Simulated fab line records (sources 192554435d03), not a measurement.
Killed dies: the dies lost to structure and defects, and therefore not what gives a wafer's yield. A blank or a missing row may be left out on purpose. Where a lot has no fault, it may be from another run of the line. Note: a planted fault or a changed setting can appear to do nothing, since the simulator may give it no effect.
Matching of chambers    flow n5 finfet    N5_BEOL_M9_CMP_52 on cmp-02: 4 sister chambers
The step polishes, stops on SiCOH lowk, t overpolish 7 s, target thk 140 nm. 4 wafers are shown with their chamber, then 7 later ones without.

## WAFERS, EACH WITH ITS CHAMBER
wafer   chamber  motor current A (A)
L087.5  2        5.7
L088.1  1        5.9
L089.3  3        6.6
L089.4  0        6.0

## WAFERS WITH NO CHAMBER GIVEN
wafer   motor current A (A)
L089.6  6.2
L090.2  6.3
L090.4  6.5
L090.5  6.4
L095.3  5.7
L095.5  5.8
L095.6  6.7

## WHICH CHAMBER EACH ONE RAN IN
wafer   from the rows above                in truth
L089.6  can't be placed: 0 or 1 or 3 or 2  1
L090.2  can't be placed: 0 or 3 or 1 or 2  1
L090.4  3                                  3
L090.5  can't be placed: 3 or 0 or 1       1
L095.3  can't be placed: 2 or 1 or 0       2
L095.5  can't be placed: 2 or 1 or 0       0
L095.6  3                                  3
2 of 7 placed correctly. Unplaceable from these rows: 5, with the true chamber sitting among the candidates in 5. Wrongly placed: 0.
How it was worked out, from the rows above alone: a wafer's distance from a chamber is the root of the sum, over the readings, of the square of ((its reading less the chamber's mean) divided by the reading's scatter). If the next closest chamber is less than 2 further off than the closest, the wafer can't be placed; otherwise it belongs to the closest. The mean given for a chamber averages the wafers shown for that chamber. The scatter: with one shown wafer a chamber, the root of the mean of the squares of how far each hidden wafer lies from its nearest shown one.
